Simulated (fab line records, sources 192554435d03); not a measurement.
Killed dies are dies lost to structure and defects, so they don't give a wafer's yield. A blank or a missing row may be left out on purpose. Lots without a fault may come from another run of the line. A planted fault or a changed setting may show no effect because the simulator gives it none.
fab line records | flow n5_finfet
record lots=9 wafers=25 last_day=18
route steps=1938 shown MOL_CONTACT_COAG@551 BEOL_M4@1111 PASSIVATION@1936
lots that met no fault: from a run of the same line without faults
start_h: hours from the record's first day to the start of the lot's first wafer shown | wait_h: hours since the lot's step before | " the same as in the row above | L1.1+2: a row that stands for several wafers | - no value, or no start given | * or withheld: withheld | < > ~ a bound
route shown NAME@n: a module of which the file shows steps, and the number in the route of the first | usual: mean/standard deviation of fault-free wafers | same: alike in all rows | chamber/n: place in a boat | sites: the reading at each site | _std_site: their standard deviation | _edge_site: outer sites' mean less inner sites' | radius_mm: how far each site lies from the wafer's centre | mask NAME#n: copy n | behind: the tool/chamber that last shaped the wafer | hold: why the lot was held/for how many hours/how that ended | device: the transistor (n, p or np) that didn't switch | end of line: the same wafers' tests at the end of the route | a step without rows: its recipe alone | killed: dies lost to structure and defects at the first sort, not the wafer's yield | map: a wafer's dies, x killed, . not, _ none there
set.NAME: the setting as run; set.NAME@STEP: as run at that earlier step | model.NAME: the simulator's own value behind a step, which no gauge read
steps of the route over a sample of lots; a table a step, a row a wafer
services: from which hour (start_h, from the record's first day; less than 0 if before it) a tool's chamber was out of use, for how many hours, and why
## steps
# step N5_MOL_CONTACT_COAG_SPUTTER_130
# recipe material=Co target_thk_a=475 temp_c=25 chamber_pressure_pa=0.5 power_w=3000
# usual susceptor_temp_C=25.01/0.094 throttle_valve_pct=30.3/0.88
# columns lot.wafer tool chamber start_h wait_h susceptor_temp_C throttle_valve_pct
L701.2 pvd_sputter-03 - 125.13 0.0 24.91 30.3
L701.3 " - " " 25.12 30.3
L701.6 " - " " 24.87 29.6
L702.1 pvd_sputter-03 - 129.01 0.0 25.14 31.9
L702.3 " - " " 25.06 30.4
L702.6 " - " " 25.07 31.7
L703.4 pvd_sputter-02 - 135.28 0.0 24.97 32.2
L703.5 " - " " 24.90 29.9
L704.1 pvd_sputter-02 - 141.92 0.0 24.85 30.0
L704.5 " - " " 25.02 29.6
L712.1 pvd_sputter-01 - 187.43 0.0 24.94 30.3
L712.5 " - " " 25.20 30.5
L712.6 " - " " 25.03 30.1
L713.1 pvd_sputter-03 - 199.40 0.0 24.91 30.5
L713.5 " - " " 25.02 29.4
L713.6 " - " " 25.08 30.3
L717.3 pvd_sputter-03 - 226.40 0.0 24.91 30.1
L717.4 " - " " 24.93 30.0
L717.6 " - " " 25.01 30.4
L718.1 pvd_sputter-03 - 229.20 0.0 24.93 30.3
L718.5 " - " " 24.87 30.2
L718.6 " - " " 25.01 31.6
L719.4 pvd_sputter-03 - 234.58 0.0 25.02 29.5
L719.5 " - " " 24.95 31.4
L719.6 " - " " 25.05 30.4
# step N5_MOL_CONTACT_COAG_CMP_28
# recipe stop_on=SiNx t_overpolish_s=0.85 post_cmp_clean=alkaline_brush down_force_psi=4.15 platen_rpm=51.8 pad_velocity_m_s=1.0307 target_thk_nm=14.522
# usual motor_current_A=12.4/1.1 slurry_flow_ml_min=150.0/0.44 time_to_endpoint_s=4.3/3
# columns lot.wafer tool chamber start_h wait_h motor_current_A slurry_flow_ml_min time_to_endpoint_s
L701.3 cmp-02 0 127.70 0.8 11.8 149.7 1.3
L701.2 " 2 " " 13.0 150.0 3.7
L701.6 " 1 " " 14.3 150.0 3.4
L702.3 cmp-03 2 131.63 0.8 11.8 149.7 4.0
L702.1 " 0 " " 12.7 150.1 8.2
L702.6 " 2 " " 12.3 150.6 5.1
L703.4 cmp-02 0 137.95 0.9 12.9 150.4 0.1
L703.5 " 2 " " 13.0 149.8 0.6
L704.1 cmp-01 1 145.45 0.8 11.0 149.9 1.4
L704.5 " 0 " " 11.9 149.8 6.0
L712.1 cmp-03 0 190.00 0.8 12.3 149.4 4.8
L712.6 " 0 " " 13.1 150.1 3.5
L712.5 " 1 " " 12.7 150.4 0.0
L713.1 cmp-02 2 202.01 0.8 13.5 149.6 3.8
L713.6 " 1 " " 14.2 150.0 4.2
L713.5 " 2 " " 13.1 150.0 5.0
L717.4 cmp-03 1 228.97 0.8 12.9 150.9 0.0
L717.3 " 2 " " 12.5 150.3 0.3
L717.6 " 1 " " 13.1 149.7 0.2
L718.1 cmp-01 3 231.88 0.9 10.6 150.0 7.5
L718.6 " 0 " " 11.7 150.3 4.5
L718.5 " 1 " " 10.9 149.5 0.0
L719.4 cmp-02 0 237.62 0.8 13.4 150.2 3.2
L719.6 " 3 " " 13.5 149.0 8.5
L719.5 " 0 " " 12.9 150.4 1.5
# step N5_MOL_CONTACT_COAG_THK_MEAS_29
# recipe reads=SiNx_of_GATE_CUT_PECVD_57+SiNx_of_GATE_CUT_SAC_CAP_01
# usual MD_CAP_THK=17.90/0.13
# columns lot.wafer tool chamber start_h wait_h MD_CAP_THK[nm]
L701.2 film_metro-01 - 128.00 - 17.87
L701.3 " - " " 17.91
L701.6 " - " " 17.99
L702.1 film_metro-02 - 131.88 - 17.94
L702.3 " - " " 18.07
L702.6 " - " " 17.72
L703.4 film_metro-01 - 138.17 - 17.75
L703.5 " - " " 17.86
L704.1 film_metro-01 - 145.71 - 17.90
L704.5 " - " " 17.85
L712.1 film_metro-01 - 190.30 - 17.85
L712.5 " - " " 17.92
L712.6 " - " " 18.12
L713.1 film_metro-01 - 202.27 - 18.01
L713.5 " - " " 17.81
L713.6 " - " " 17.89
L717.3 film_metro-02 - 229.27 - 17.79
L717.4 " - " " 17.95
L717.6 " - " " 17.90
L718.1 film_metro-02 - 232.07 - 18.02
L718.5 " - " " 17.88
L718.6 " - " " 17.85
L719.4 film_metro-02 - 237.88 - 17.99
L719.5 " - " " 17.89
L719.6 " - " " 18.01
# step N5_MOL_CONTACT_COAG_ETCHBACK_132
# recipe chemistry=CHF3 target=SiO2 target_depth_a=100 time_s=6.7 ion_energy_ev=200 pressure_mtorr=30 source_w=610 bias_w=170 Ar_flow_sccm=200 CHF3_flow_sccm=50
# usual CHF3_flow_sccm=50.00/0.14 bias_w=170.0/0.57 drypump_motor_current_A=5.7/0.41 oes_product_au=0.78/0.085 rf_vpp_V=529/18 showerhead_plenum_p_Torr=2.39/0.091 throttle_valve_pct=18.75/0.23
# columns lot.wafer tool chamber start_h wait_h CHF3_flow_sccm bias_w drypump_motor_current_A oes_product_au rf_hours_counter_h rf_vpp_V showerhead_plenum_p_Torr throttle_valve_pct
L701.2 rie_diel-03 1 129.61 0.1 49.92 170.2 6.1 0.71 234 525 2.32 18.41
L701.3 " 3 " " 49.86 169.8 6.0 0.88 50 534 2.43 18.52
L701.6 " 3 " " 49.91 170.6 6.0 0.88 - 533 2.43 18.54
L702.1 rie_diel-01 0 133.21 0.1 49.88 171.7 5.8 0.71 174 548 2.47 18.80
L702.3 " 3 " " 49.89 171.2 5.7 0.72 188 542 2.46 19.16
L702.6 " 0 " " 49.89 170.5 5.8 0.71 - 549 2.47 18.78
L703.4 rie_diel-01 3 139.72 0.1 49.91 170.3 5.8 0.72 189 543 2.46 19.16
L703.5 " 3 " " 50.02 169.9 5.8 0.71 - 543 2.46 19.17
L704.1 rie_diel-03 2 147.49 0.1 50.05 170.5 5.6 0.75 121 533 2.41 18.84
L704.5 " 0 " " 49.99 170.0 5.4 0.67 - 540 2.23 18.78
L712.1 rie_diel-02 0 193.18 0.1 - - - - - - - -
L712.5 " 3 " " - - - - - - - -
L712.6 " 2 " " - - - - - - - -
L713.1 rie_diel-01 3 204.63 0.1 - - - - - - - -
L713.5 " 3 " " - - - - - - - -
L713.6 " 2 " " - - - - - - - -
L717.3 rie_diel-02 3 230.74 0.1 49.93 169.5 6.4 0.82 99 537 2.44 18.80
L717.4 " 2 " " 49.74 171.1 5.3 0.87 41 512 2.54 18.81
L717.6 " 2 " " 49.79 169.3 5.3 0.87 - 511 2.54 18.81
L718.1 rie_diel-03 0 233.51 0.1 50.13 169.0 5.4 0.97 3 548 2.50 18.34
L718.5 " 2 " " 50.00 170.3 5.6 0.73 - 532 2.39 18.89
L718.6 " 0 " " 50.07 170.0 5.4 0.97 - 548 2.50 18.37
L719.4 rie_diel-02 0 239.20 0.1 50.08 171.3 5.1 0.69 242 524 2.25 19.01
L719.5 " 2 " " 50.15 169.5 5.3 0.88 - 512 2.54 18.83
L719.6 " 3 " " 50.01 169.5 6.4 0.82 - 536 2.44 18.81
# step N5_MOL_CONTACT_COAG_ETCH_91
# recipe chemistry=N2/H2 target=SOC target_depth_a=600 overetch_a=210 mask_material=SiARC temp_c=40 time_s=101.2 ion_energy_ev=200 pressure_mtorr=30 source_w=840 bias_w=150 n2_flow_sccm=200 h2_flow_sccm=200
# usual drypump_motor_current_A=5.7/0.41 oes_product_au=0.65/0.065 rf_vpp_V=524.0/2.5 showerhead_plenum_p_Torr=2.55/0.093 throttle_valve_pct=17.84/0.28
# columns lot.wafer tool chamber start_h wait_h drypump_motor_current_A oes_product_au rf_hours_counter_h rf_vpp_V showerhead_plenum_p_Torr throttle_valve_pct
L701.2 rie_diel-03 1 129.64 0.0 6.2 0.60 234 523.2 2.49 17.69
L701.3 " 3 " " 6.0 0.73 50 525.6 2.58 17.57
L701.6 " 3 " " 6.0 0.71 - 526.0 2.58 17.56
L702.1 rie_diel-01 0 133.25 0.0 5.8 0.61 174 527.7 2.65 17.82
L702.3 " 3 " " 5.8 0.60 188 525.1 2.63 18.31
L702.6 " 0 " " 5.8 0.60 - 527.0 2.65 17.84
L703.4 rie_diel-01 3 139.76 0.0 5.8 0.59 189 526.5 2.63 18.31
L703.5 " 3 " " 5.8 0.59 - 525.1 2.63 18.32
L704.1 rie_diel-03 2 147.52 0.0 5.6 0.65 121 525.4 2.53 17.60
L704.5 " 0 " " 5.4 0.59 - 520.5 2.42 18.10
L712.1 rie_diel-02 0 193.21 0.0 5.1 0.27 226 521.0 2.41 18.12
L712.5 " 3 " " 6.4 0.31 - 524.6 2.59 17.75
L712.6 " 2 " " 5.3 0.33 - 526.8 2.71 17.89
L713.1 rie_diel-01 3 204.67 0.0 5.8 0.26 213 524.7 2.62 18.29
L713.5 " 3 " " 5.8 0.25 - 525.9 2.62 18.30
L713.6 " 2 " " 5.1 0.32 - 521.6 2.46 17.38
L717.3 rie_diel-02 3 230.77 0.0 6.4 0.68 99 523.9 2.58 17.82
L717.4 " 2 " " 5.3 0.71 41 527.5 2.71 17.96
L717.6 " 2 " " 5.3 0.72 - 528.7 2.71 17.94
L718.1 rie_diel-03 0 233.54 0.0 5.4 0.81 3 529.4 2.73 17.63
L718.5 " 2 " " 5.6 0.63 - 524.2 2.51 17.67
L718.6 " 0 " " 5.4 0.80 - 528.2 2.73 17.66
L719.4 rie_diel-02 0 239.23 0.0 5.1 0.58 242 519.9 2.41 18.22
L719.5 " 2 " " 5.3 0.71 - 528.1 2.71 17.96
L719.6 " 3 " " 6.4 0.67 - 523.8 2.58 17.82
# step N5_MOL_CONTACT_COAG_CD_MEAS_137
# recipe target_cd_nm=16
# usual cd_nm=15.9/0.53
# columns lot.wafer tool chamber start_h wait_h cd_nm
L701.2 cd_sem-03 - 130.10 0.0 16.2
L701.3 " - " " 15.9
L701.6 " - " " 15.7
L702.1 cd_sem-02 - 133.70 0.0 15.5
L702.3 " - " " 15.0
L702.6 " - " " 15.1
L703.4 cd_sem-03 - 140.22 0.0 15.7
L703.5 " - " " 14.8
L704.1 cd_sem-02 - 147.98 0.0 15.9
L704.5 " - " " 16.0
L712.1 cd_sem-02 - 193.67 0.0 -
L712.5 " - " " -
L712.6 " - " " -
L713.1 cd_sem-01 - 205.13 0.0 -
L713.5 " - " " -
L713.6 " - " " -
L717.3 cd_sem-03 - 231.45 0.0 16.3
L717.4 " - " " 16.1
L717.6 " - " " 15.9
L718.1 cd_sem-03 - 234.03 0.0 15.3
L718.5 " - " " 15.6
L718.6 " - " " 16.0
L719.4 cd_sem-01 - 239.69 0.0 16.2
L719.5 " - " " 16.1
L719.6 " - " " 16.9
# step N5_BEOL_M4_RC_MEAS_101
# usual DIBL_N=36.6/2.3 DIBL_P=36.3/2.8 IOFF_N=0.17/0.047 IOFF_P=0.22/0.048 ION_N=676/14 ION_P=463/9.4 SS_N=71.6/0.84 SS_P=73.4/0.85 VT_N=249/3.7 VT_P=-249/3.6
# columns lot.wafer tool chamber start_h wait_h DIBL_N[mV/V] DIBL_P[mV/V] IOFF_N[nA/um] IOFF_P[nA/um] ION_N[uA/um] ION_P[uA/um] SS_N[mV/dec] SS_P[mV/dec] VT_N[mV] VT_P[mV]
L701.2 prober-02 0 196.44 0.2 36.7 35.6 0.17 0.20 669 450 71.4 73.6 249 -253
L701.3 " 0 " " 36.6 36.1 0.17 0.21 667 458 71.7 72.8 250 -249
L701.6 " 0 " " 37.7 37.9 0.21 0.23 677 460 72.2 74.1 247 -251
L702.1 prober-02 0 204.35 0.0 34.6 32.4 0.12 0.14 672 458 71.3 72.5 255 -256
L702.3 " 0 " " 39.8 40.0 0.20 0.24 696 465 72.4 74.5 250 -250
L702.6 " 0 " " 39.2 39.3 0.18 0.23 694 469 72.4 74.1 248 -251
L703.4 prober-01 0 206.33 0.5 34.9 34.5 0.15 0.22 683 473 70.9 72.8 246 -246
L703.5 " 0 " " 33.2 32.8 0.12 0.19 672 470 70.8 72.7 253 -249
L704.1 prober-02 0 214.55 0.0 39.4 39.4 0.21 0.22 690 463 72.2 74.4 246 -253
L704.5 " 0 " " 40.5 39.7 0.26 0.24 688 460 72.3 74.2 244 -250
L717.3 prober-02 0 291.28 0.3 36.4 35.4 0.16 0.19 668 458 71.6 72.9 250 -252
L717.4 " 0 " " 34.7 33.0 0.13 0.17 688 471 71.2 72.6 250 -251
L717.6 " 0 " " 36.7 35.2 0.16 0.20 681 469 71.7 73.6 252 -248
L718.1 prober-01 0 309.81 0.0 40.5 41.1 0.25 0.29 671 459 72.9 75.4 244 -249
L718.5 " 0 " " 39.5 40.5 0.24 0.27 674 458 72.5 74.9 243 -250
L718.6 " 0 " " 38.0 36.5 0.18 0.21 674 455 72.3 74.3 248 -253
L719.4 prober-02 0 310.46 0.5 39.1 40.3 0.23 0.30 704 479 72.8 74.6 243 -245
L719.5 " 0 " " 33.5 33.6 0.14 0.18 688 474 71.2 73.0 248 -249
L719.6 " 0 " " 38.9 37.9 0.22 0.25 683 468 72.8 73.7 246 -244
# step N5_PASSIVATION_PROBE_49
# usual defect_limited_yield=91.5/1.5 killed_at_M0_to_M3=33/9.9 killed_at_M4_up=14/5.2 killed_at_contacts=11/5.2 killed_at_front_end=38/10 killed_at_other=4/3.5 killed_dies=100/18 killed_on_rim=13/4.1 killed_open=66/14 killed_short=32/6.9 sort_bin_5_function=5.0/1 sort_bin_6_memory=3.1/0.69 sort_n_pass=1080/18 sort_yield_pct=91.5/1.5
# same gross_dies=1180 killed_at_back_side=0 sort_bin_4_leakage[%]=0 sort_bin_8_speed[%]=0
# columns lot.wafer tool chamber start_h wait_h defect_limited_yield[%] killed_at_M0_to_M3 killed_at_M4_up killed_at_contacts killed_at_front_end killed_at_other killed_dies killed_on_rim killed_open killed_short sort_bin_5_function[%] sort_bin_6_memory[%] sort_n_pass sort_yield_pct[%]
L704.1 prober-02 - 327.71 0.0 91.7 39 22 8 21 8 98 11 64 34 4.4 3.6 1082 91.7
L704.5 prober-02 - 327.91 0.2 90.9 36 15 26 26 4 107 11 67 40 5.3 3.1 1073 90.9
L712.1 prober-01 - 365.22 0.0 0 20 11 1106 42 1 1180 152 48 40 96.9 2.7 0 0
L712.5 prober-01 - 365.42 0.2 0 26 10 1106 33 5 1180 152 56 24 96.7 3.0 0 0
L712.6 prober-01 - 365.47 0.3 0 21 13 1113 28 5 1180 152 59 26 96.9 2.9 0 0
L713.1 prober-02 - 404.83 0.0 0 29 9 1113 29 0 1180 152 44 26 97.5 2.3 0 0
L713.5 prober-02 - 405.03 0.2 0 32 19 1092 34 3 1180 152 63 31 96.4 2.8 0 0
L713.6 prober-02 - 405.08 0.3 0 43 15 1088 33 1 1180 152 60 40 96.5 3.4 0 0
# killed by level:class
L704.1 BEOL_M4:geometric_particle:open=12 BEOL_M0_SAQP:geometric_particle:short=8 BEOL_M0_SAQP:geometric_particle:open=7 BEOL_M1:geometric_particle:open=6 MOL_CONTACT_COAG:geometric_particle:open=6 BEOL_M3:geometric_particle:open=5 STARTING-WAFER:geometric_particle:open=5 GATE_CUT:geometric_particle:short=4
L704.5 MOL_CONTACT_COAG:geometric_particle:open=19 BEOL_M0_SAQP:geometric_particle:short=10 BEOL_M0_SAQP:geometric_particle:open=9 BEOL_M4:geometric_particle:open=9 MOL_CONTACT_COAG:geometric_particle:short=7 GATE_CUT:geometric_particle:short=6 BEOL_M2:geometric_particle:open=6 BEOL_M2:geometric_particle:short=4
L712.1 MOL_CONTACT_COAG:area_etchback=1091 MOL_CONTACT_COAG:geometric_particle:open=12 FIN_SAQP:geometric_particle:short=11 STI_FIN_REVEAL:geometric_particle:open=7 GATE_CUT:geometric_particle:short=5 STARTING-WAFER:geometric_particle:open=5 DUMMY_GATE:geometric_particle:open=4 DUMMY_GATE:geometric_particle:short=4
L712.5 MOL_CONTACT_COAG:area_etchback=1099 FIN_SAQP:geometric_particle:open=9 BEOL_M4:geometric_particle:open=7 BEOL_M2:geometric_particle:short=6 BEOL_M3:geometric_particle:open=6 DUMMY_GATE:geometric_particle:open=5 MOL_CONTACT_COAG:geometric_particle:open=5 BEOL_M0_SAQP:geometric_particle:open=5
L712.6 MOL_CONTACT_COAG:area_etchback=1093 MOL_CONTACT_COAG:geometric_particle:open=14 BEOL_M1:geometric_particle:open=6 BEOL_M0_SAQP:geometric_particle:short=5 BEOL_M4:geometric_particle:open=5 STARTING-WAFER:geometric_particle:open=5 FIN_SAQP:geometric_particle:open=4 STI_FIN_REVEAL:geometric_particle:open=4
L713.1 MOL_CONTACT_COAG:area_etchback=1106 BEOL_M0_SAQP:geometric_particle:short=9 STI_FIN_REVEAL:geometric_particle:open=8 MOL_CONTACT_COAG:geometric_particle:open=6 BEOL_M0_SAQP:geometric_particle:open=6 FIN_SAQP:geometric_particle:open=5 BEOL_M2:geometric_particle:open=5 STI_FIN_REVEAL:geometric_particle:short=4
L713.5 MOL_CONTACT_COAG:area_etchback=1084 STI_FIN_REVEAL:geometric_particle:open=12 BEOL_M2:geometric_particle:open=11 BEOL_M4:geometric_particle:open=8 BEOL_M0_SAQP:geometric_particle:short=7 FIN_SAQP:geometric_particle:short=5 DUMMY_GATE:geometric_particle:open=5 MOL_CONTACT_COAG:geometric_particle:open=5
L713.6 MOL_CONTACT_COAG:area_etchback=1078 BEOL_M0_SAQP:geometric_particle:short=13 FIN_SAQP:geometric_particle:open=11 STI_FIN_REVEAL:geometric_particle:open=11 BEOL_M2:geometric_particle:short=9 MOL_CONTACT_COAG:geometric_particle:open=8 BEOL_M0_SAQP:geometric_particle:open=7 BEOL_M2:geometric_particle:open=7
## services
# columns tool chamber start_h hours kind
rie_diel-01 3 110.08 4.3 repair
cmp-02 - 113.66 4.0 pm
rie_diel-03 2 128.56 3.6 repair
cmp-03 - 134.55 0.3 repair
cmp-02 - 134.88 1.3 repair
cmp-01 - 138.32 6.1 repair
rie_diel-02 3 139.10 12.7 repair
cmp-03 - 139.44 2.7 repair
rie_diel-01 0 143.26 26.3 repair
rie_diel-03 1 174.77 - clean
rie_diel-03 1 174.77 - consumable_replace:focus_ring
rie_diel-03 1 174.77 17.9 scheduled_down
rie_diel-03 1 174.77 17.9 vent_cycle
rie_diel-02 1 177.05 - clean
rie_diel-02 1 177.05 - consumable_replace:focus_ring
rie_diel-02 1 177.05 - consumable_replace:showerhead
rie_diel-02 1 177.05 17.0 scheduled_down
rie_diel-02 1 177.05 17.0 vent_cycle
cmp-03 - 182.72 0.4 repair
rie_diel-03 0 206.91 - clean
rie_diel-03 0 206.91 - consumable_replace:focus_ring
cmp-01 - 213.90 4.0 pm
rie_diel-01 0 227.96 4.4 repair
cmp-01 - 236.25 10.6 pm
## key
first_sign step=N5_MOL_CONTACT_COAG_ETCHBACK_132 reading=tool_record direction=missing
effect step=N5_MOL_CONTACT_COAG_ETCH_91 reading=oes_product_au direction=down sigmas=5.6 usual=0.65 struck=0.29
effect step=N5_MOL_CONTACT_COAG_CD_MEAS_137 reading=cd_nm direction=missing
effect step=N5_PASSIVATION_PROBE_49 reading=killed_at_contacts direction=up sigmas=99+ usual=11 struck=1103
more_kills_born_at N5_MOL_CONTACT_COAG_ETCHBACK_132@rie_diel-02=3283 N5_MOL_CONTACT_COAG_ETCHBACK_132@rie_diel-01=3268
met_at N5_MOL_CONTACT_COAG_ETCHBACK_132
struck_lots L712,L713
later_rows_left_out L712.1,L712.5,L712.6,L713.1,L713.5,L713.6
not_acting_at N5_MOL_CONTACT_COAG_SPUTTER_130,N5_MOL_CONTACT_COAG_CMP_28,N5_MOL_CONTACT_COAG_THK_MEAS_29
onset_between 139.72 193.18
fault kind=skipped_step_whole tool=rie_diel-01,rie_diel-02 chamber=- onset_h=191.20 steps=N5_MOL_CONTACT_COAG_ETCHBACK_132 scope=struck_lots_only
# later_rows_left_out: the simulator's readings of these wafers behind a module that went badly wrong aren't trusted and aren't shown, but for the sort
